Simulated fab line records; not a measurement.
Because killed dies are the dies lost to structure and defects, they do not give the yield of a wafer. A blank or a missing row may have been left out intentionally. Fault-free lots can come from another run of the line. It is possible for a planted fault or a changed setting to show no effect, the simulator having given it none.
Matching of chambers || flow nand harc || 4 sister chambers for NHARC_P_M0_CMP_23 on cmp-02
The step polishes, t overpolish 20 s, target thk 117.54 nm. 18 wafers are shown with their chamber, then 9 later ones without.

## WAFERS PAIRED WITH THEIR CHAMBERS
{"wafer": "L074.1", "chamber": 3, "motor current A (A)": 11.4, "time to endpoint s (s)": 29}
{"wafer": "L074.3", "chamber": 2, "motor current A (A)": 12.1, "time to endpoint s (s)": 23}
{"wafer": "L074.6", "chamber": 2, "motor current A (A)": 12.7, "time to endpoint s (s)": 25}
{"wafer": "L075.1", "chamber": 2, "motor current A (A)": 13.6, "time to endpoint s (s)": 21}
{"wafer": "L075.2", "chamber": 1, "motor current A (A)": 10.2, "time to endpoint s (s)": 28}
{"wafer": "L075.5", "chamber": 3, "motor current A (A)": 11.6, "time to endpoint s (s)": 29}
{"wafer": "L080.1", "chamber": 3, "motor current A (A)": 10.9, "time to endpoint s (s)": 32}
{"wafer": "L080.4", "chamber": 1, "motor current A (A)": 10.4, "time to endpoint s (s)": 29}
{"wafer": "L080.6", "chamber": 3, "motor current A (A)": 11.3, "time to endpoint s (s)": 30}
{"wafer": "L082.2", "chamber": 2, "motor current A (A)": 12.7, "time to endpoint s (s)": 25}
{"wafer": "L082.3", "chamber": 0, "motor current A (A)": 10.3, "time to endpoint s (s)": 35}
{"wafer": "L082.5", "chamber": 2, "motor current A (A)": 12.9, "time to endpoint s (s)": 28}
{"wafer": "L083.1", "chamber": 3, "motor current A (A)": 11.5, "time to endpoint s (s)": 31}
{"wafer": "L083.2", "chamber": 2, "motor current A (A)": 12.6, "time to endpoint s (s)": 27}
{"wafer": "L083.4", "chamber": 0, "motor current A (A)": 10.1, "time to endpoint s (s)": 32}
{"wafer": "L085.3", "chamber": 3, "motor current A (A)": 11.2, "time to endpoint s (s)": 29}
{"wafer": "L085.4", "chamber": 2, "motor current A (A)": 12.7, "time to endpoint s (s)": 25}
{"wafer": "L085.5", "chamber": 3, "motor current A (A)": 11.3, "time to endpoint s (s)": 30}

SIGNATURES (averages over the wafers above)
{"reading": "motor current A", "chamber 0": 10.200, "chamber 1": 10.300, "chamber 2": 12.757, "chamber 3": 11.314, "scatter within a chamber": 0.332}
{"reading": "time to endpoint s", "chamber 0": 33.50, "chamber 1": 28.50, "chamber 2": 24.86, "chamber 3": 30.00, "scatter within a chamber": 1.81}
Rule: distance of a wafer from a chamber = root of the sum over the readings of ((wafer's reading minus chamber's mean) / reading's scatter) squared. If the next closest chamber is less than 2 further off than the closest, the wafer can't be placed; otherwise it belongs to the closest. The scatter is the square root of a quotient: the sum, over the shown wafers, of each reading's squared deviation from its chamber's mean, divided by wafers minus chambers.

## WAFERS WITHOUT THEIR CHAMBER
{"wafer": "L090.3", "motor current A (A)": 12.7, "time to endpoint s (s)": 24}
{"wafer": "L090.5", "motor current A (A)": 9.9, "time to endpoint s (s)": 33}
{"wafer": "L090.6", "motor current A (A)": 10.3, "time to endpoint s (s)": 30}
{"wafer": "L089.2", "motor current A (A)": 10.3, "time to endpoint s (s)": 32}
{"wafer": "L089.4", "motor current A (A)": 10.0, "time to endpoint s (s)": 36}
{"wafer": "L089.5", "motor current A (A)": 10.9, "time to endpoint s (s)": 29}
{"wafer": "L095.1", "motor current A (A)": 9.7, "time to endpoint s (s)": 30}
{"wafer": "L095.2", "motor current A (A)": 11.8, "time to endpoint s (s)": 28}
{"wafer": "L095.5", "motor current A (A)": 10.4, "time to endpoint s (s)": 29}

## CHAMBER TAKEN BY EACH
{"wafer": "L090.3", "from the rows above": 2, "in truth": 2}
{"wafer": "L090.5", "from the rows above": "can't be placed: 0 or 1", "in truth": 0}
{"wafer": "L090.6", "from the rows above": "can't be placed: 1 or 0", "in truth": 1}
{"wafer": "L089.2", "from the rows above": "can't be placed: 0 or 1", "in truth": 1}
{"wafer": "L089.4", "from the rows above": 0, "in truth": 0}
{"wafer": "L089.5", "from the rows above": "can't be placed: 3 or 1 or 0", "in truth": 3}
{"wafer": "L095.1", "from the rows above": "can't be placed: 1 or 0", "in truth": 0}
{"wafer": "L095.2", "from the rows above": "can't be placed: 3 or 2", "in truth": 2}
{"wafer": "L095.5", "from the rows above": 1, "in truth": 1}
3 of 9 placed correctly. Cannot be placed on the basis of these rows: 6; the candidates contain the true chamber in 6. 0 placed wrongly.
